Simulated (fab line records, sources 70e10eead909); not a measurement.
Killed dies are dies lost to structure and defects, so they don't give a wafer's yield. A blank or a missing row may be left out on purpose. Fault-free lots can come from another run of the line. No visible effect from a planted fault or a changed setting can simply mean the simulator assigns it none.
Which tool did it? :: flow nand-harc :: 7 lots, 21 wafers sampled, at 5 steps of a route of 1159

== WHAT THE GAUGES READ, wafer by wafer ==
NHARC_END_SORT_01.
lot: L451
measured: day 24 11:25
on: prober-01
killed-at-array: 100 109 95

lot: L454
measured: day 25 01:14
on: prober-02
killed-at-array: 98 102 115

== EACH LOT AND THE TOOL THAT RAN IT (in order: tool; ch and the chambers of the sampled wafers; start) ==
lot: L434
NHARC_A_CONTACT_ETCH_116: har-cap-etch-03 ch 0,1, day 16 13:17
NHARC_THIN_TSV_PRE_CLEAN_54: pvd-sputter-01, day 19 07:35
NHARC_THIN_TSV_ETCH_36: rie-metal-02 ch 0,1, day 19 09:14
NHARC_THIN_TSV_STRIP_56: plasma-asher-01 ch 0,1, day 19 09:20

lot: L437
NHARC_A_CONTACT_ETCH_116: har-cap-etch-03 ch 0,1, day 17 01:35
NHARC_THIN_TSV_PRE_CLEAN_54: pvd-sputter-03, day 19 09:59
NHARC_THIN_TSV_ETCH_36: rie-metal-01 ch 0,1, day 19 11:37
NHARC_THIN_TSV_STRIP_56: plasma-asher-02 ch 0,1, day 19 11:51

lot: L439
NHARC_A_CONTACT_ETCH_116: har-cap-etch-03 ch 0,1, day 17 13:57
NHARC_THIN_TSV_PRE_CLEAN_54: pvd-sputter-01, day 20 04:15
NHARC_THIN_TSV_ETCH_36: rie-metal-02 ch 0,1, day 20 05:53
NHARC_THIN_TSV_STRIP_56: plasma-asher-02 ch 0,1, day 20 06:03

lot: L448
NHARC_A_CONTACT_ETCH_116: har-cap-etch-03 ch 0,1, day 19 09:06
NHARC_THIN_TSV_PRE_CLEAN_54: pvd-sputter-03, day 21 18:21
NHARC_THIN_TSV_ETCH_36: rie-metal-02 ch 0,1, day 21 19:56
NHARC_THIN_TSV_STRIP_56: plasma-asher-02 ch 0,1, day 21 20:05

lot: L451
NHARC_A_CONTACT_ETCH_116: har-cap-etch-01 ch 0,1, day 21 05:24
NHARC_THIN_TSV_PRE_CLEAN_54: pvd-sputter-03, day 23 17:37
NHARC_THIN_TSV_ETCH_36: rie-metal-03 ch 0,1, day 23 19:07
NHARC_THIN_TSV_STRIP_56: plasma-asher-02 ch 0,1, day 23 19:32

lot: L454
NHARC_A_CONTACT_ETCH_116: har-cap-etch-01 ch 0,1, day 21 15:37
NHARC_THIN_TSV_PRE_CLEAN_54: pvd-sputter-01, day 24 03:01
NHARC_THIN_TSV_ETCH_36: rie-metal-01 ch 0,1, day 24 04:47
NHARC_THIN_TSV_STRIP_56: plasma-asher-01 ch 0,1, day 24 04:56

lot: L457
NHARC_A_CONTACT_ETCH_116: har-cap-etch-02 ch 0,1, day 22 10:10
NHARC_THIN_TSV_PRE_CLEAN_54: pvd-sputter-03, day 24 20:53
NHARC_THIN_TSV_ETCH_36: rie-metal-02 ch 0,1, day 24 22:29
NHARC_THIN_TSV_STRIP_56: plasma-asher-02 ch 0,1, day 24 22:40
- NHARC_A_CONTACT_ETCH_116: etches the open film in C4F8/O2/Ar, time 94 s, target depth 922 nm.
- NHARC_THIN_TSV_PRE_CLEAN_54: time 30 s.
- NHARC_THIN_TSV_ETCH_36: etches the open film in Cl2/BCl3, target depth 65 nm, time 18.571 s.
- NHARC_THIN_TSV_STRIP_56: strips in O2.

== THE ANSWER, worked out from the rows above alone ==
Rule: what is usual is taken from the lots themselves. The widest of any qualifying gaps counts: lots, ordered by their means at a reading, are off when they make up no more than a third of the lots, leave a main group of 4 or more, and stand apart from it by 3 or more times the standard deviation of that group's means. If all means in a main group match to the digits the tables above print for the reading, that group is not used. A lot without any number at a reading at which 4 lots or more have one is off too. All remaining lots with rows at the step are treated as sound.
None of the lots is off at any reading shown; this tells nothing.

== WHAT HAD BEEN PUT IN BY THE SIMULATOR ==
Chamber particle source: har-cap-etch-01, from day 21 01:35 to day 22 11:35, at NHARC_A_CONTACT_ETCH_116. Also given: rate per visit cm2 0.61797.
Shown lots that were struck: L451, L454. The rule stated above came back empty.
